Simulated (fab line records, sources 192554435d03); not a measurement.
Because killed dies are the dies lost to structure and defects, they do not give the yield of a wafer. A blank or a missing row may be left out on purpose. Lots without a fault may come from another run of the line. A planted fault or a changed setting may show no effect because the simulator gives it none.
Chamber matching || flow n5_finfet || N5_SPACER0_ALD_00 on ald_sin-04 has 4 sister chambers
The step deposits SiOCN, target thk 3.5 nm, pulse time 3 s, purge time 2 s. 20 wafers are shown with their chamber, then 10 later ones without.

## WAFERS PAIRED WITH THEIR CHAMBERS
{"wafer": "L075.2", "chamber": 2, "heater_power_w (W)": 756, "chamber_pressure_Torr (Torr)": 1.997, "precursor_pulse_height_rel": 0.989}
{"wafer": "L075.4", "chamber": 3, "heater_power_w (W)": 737, "chamber_pressure_Torr (Torr)": 2.003, "precursor_pulse_height_rel": 0.988}
{"wafer": "L075.6", "chamber": 1, "heater_power_w (W)": 760, "chamber_pressure_Torr (Torr)": 1.994, "precursor_pulse_height_rel": 1.013}
{"wafer": "L076.1", "chamber": 1, "heater_power_w (W)": 765, "chamber_pressure_Torr (Torr)": 1.995, "precursor_pulse_height_rel": 0.973}
{"wafer": "L076.4", "chamber": 2, "heater_power_w (W)": 771, "chamber_pressure_Torr (Torr)": 1.999, "precursor_pulse_height_rel": 0.993}
{"wafer": "L076.6", "chamber": 2, "heater_power_w (W)": 774, "chamber_pressure_Torr (Torr)": 2.003, "precursor_pulse_height_rel": 1.040}
{"wafer": "L077.1", "chamber": 3, "heater_power_w (W)": 738, "chamber_pressure_Torr (Torr)": 1.994, "precursor_pulse_height_rel": 1.037}
{"wafer": "L077.2", "chamber": 0, "heater_power_w (W)": 722, "chamber_pressure_Torr (Torr)": 2.001, "precursor_pulse_height_rel": 0.976}
{"wafer": "L077.5", "chamber": 2, "heater_power_w (W)": 770, "chamber_pressure_Torr (Torr)": 1.994, "precursor_pulse_height_rel": 1.028}
{"wafer": "L080.1", "chamber": 0, "heater_power_w (W)": 751, "chamber_pressure_Torr (Torr)": 1.997, "precursor_pulse_height_rel": 0.996}
{"wafer": "L080.2", "chamber": 1, "heater_power_w (W)": 771, "chamber_pressure_Torr (Torr)": 2.004, "precursor_pulse_height_rel": 1.002}
{"wafer": "L080.5", "chamber": 1, "heater_power_w (W)": 770, "chamber_pressure_Torr (Torr)": 2.000, "precursor_pulse_height_rel": 0.971}
{"wafer": "L083.1", "chamber": 1, "heater_power_w (W)": 756, "chamber_pressure_Torr (Torr)": 1.999, "precursor_pulse_height_rel": 1.001}
{"wafer": "L083.5", "chamber": 0, "heater_power_w (W)": 652, "chamber_pressure_Torr (Torr)": 2.006, "precursor_pulse_height_rel": 1.033}
{"wafer": "L083.6", "chamber": 3, "heater_power_w (W)": 746, "chamber_pressure_Torr (Torr)": 2.006, "precursor_pulse_height_rel": 1.015}
{"wafer": "L087.3", "chamber": 0, "heater_power_w (W)": 670, "chamber_pressure_Torr (Torr)": 2.000, "precursor_pulse_height_rel": 1.021}
{"wafer": "L087.4", "chamber": 2, "heater_power_w (W)": 744, "chamber_pressure_Torr (Torr)": 2.003, "precursor_pulse_height_rel": 0.998}
{"wafer": "L087.6", "chamber": 1, "heater_power_w (W)": 736, "chamber_pressure_Torr (Torr)": 1.998, "precursor_pulse_height_rel": 1.010}
{"wafer": "L090.2", "chamber": 0, "heater_power_w (W)": 684, "chamber_pressure_Torr (Torr)": 2.003, "precursor_pulse_height_rel": 0.960}
{"wafer": "L090.4", "chamber": 2, "heater_power_w (W)": 721, "chamber_pressure_Torr (Torr)": 1.991, "precursor_pulse_height_rel": 0.993}

SIGNATURES (means of the wafers above)
{"reading": "heater_power_w", "chamber 0": 695.80, "chamber 1": 759.67, "chamber 2": 756.00, "chamber 3": 740.33, "scatter within a chamber": 24.3}
{"reading": "chamber_pressure_Torr", "chamber 0": 2.00140, "chamber 1": 1.99833, "chamber 2": 1.99783, "chamber 3": 2.00100, "scatter within a chamber": 0.00437}
{"reading": "precursor_pulse_height_rel", "chamber 0": 0.99720, "chamber 1": 0.99500, "chamber 2": 1.00683, "chamber 3": 1.01333, "scatter within a chamber": 0.0236}
Rule: for a wafer and a chamber, the distance is found by dividing, reading by reading, the gap between the wafer's reading and the chamber's mean by the reading's scatter, squaring, summing and taking the root. The wafer belongs to the nearest chamber; if the next one is less than 2 further off, it can't be placed. The scatter: take each reading less its chamber's mean, square it, sum over the shown wafers, divide by the number of wafers less the number of chambers, and take the root.

## WAFERS MISSING THEIR CHAMBER
{"wafer": "L090.5", "heater_power_w (W)": 758, "chamber_pressure_Torr (Torr)": 1.999, "precursor_pulse_height_rel": 0.989}
{"wafer": "L091.1", "heater_power_w (W)": 741, "chamber_pressure_Torr (Torr)": 2.004, "precursor_pulse_height_rel": 0.984}
{"wafer": "L091.3", "heater_power_w (W)": 666, "chamber_pressure_Torr (Torr)": 2.004, "precursor_pulse_height_rel": 1.010}
{"wafer": "L091.4", "heater_power_w (W)": 762, "chamber_pressure_Torr (Torr)": 2.001, "precursor_pulse_height_rel": 0.985}
{"wafer": "L092.2", "heater_power_w (W)": 755, "chamber_pressure_Torr (Torr)": 1.997, "precursor_pulse_height_rel": 1.010}
{"wafer": "L092.3", "heater_power_w (W)": 760, "chamber_pressure_Torr (Torr)": 2.004, "precursor_pulse_height_rel": 1.024}
{"wafer": "L092.4", "heater_power_w (W)": 677, "chamber_pressure_Torr (Torr)": 1.997, "precursor_pulse_height_rel": 0.989}
{"wafer": "L096.1", "heater_power_w (W)": 777, "chamber_pressure_Torr (Torr)": 2.006, "precursor_pulse_height_rel": 0.978}
{"wafer": "L096.3", "heater_power_w (W)": 677, "chamber_pressure_Torr (Torr)": 1.995, "precursor_pulse_height_rel": 0.969}
{"wafer": "L096.6", "heater_power_w (W)": 727, "chamber_pressure_Torr (Torr)": 1.999, "precursor_pulse_height_rel": 1.004}

## EACH ONE'S CHAMBER
{"wafer": "L090.5", "from the rows above": "can't be placed: 1 or 2 or 3", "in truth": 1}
{"wafer": "L091.1", "from the rows above": "can't be placed: 3 or 1 or 2 or 0", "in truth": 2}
{"wafer": "L091.3", "from the rows above": "can't be placed: 0 or 3", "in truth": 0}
{"wafer": "L091.4", "from the rows above": "can't be placed: 1 or 2 or 3", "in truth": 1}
{"wafer": "L092.2", "from the rows above": "can't be placed: 2 or 1 or 3", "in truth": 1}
{"wafer": "L092.3", "from the rows above": "can't be placed: 3 or 2 or 1 or 0", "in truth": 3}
{"wafer": "L092.4", "from the rows above": "can't be placed: 0 or 3", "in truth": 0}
{"wafer": "L096.1", "from the rows above": "can't be placed: 1 or 2 or 3 or 0", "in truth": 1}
{"wafer": "L096.3", "from the rows above": "can't be placed: 0 or 3 or 1 or 2", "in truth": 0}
{"wafer": "L096.6", "from the rows above": "can't be placed: 3 or 2 or 1 or 0", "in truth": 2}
Placed correctly: 0 of 10. Unplaceable from these rows: 10, with the true chamber sitting among the candidates in 10. Wrongly placed: 0.
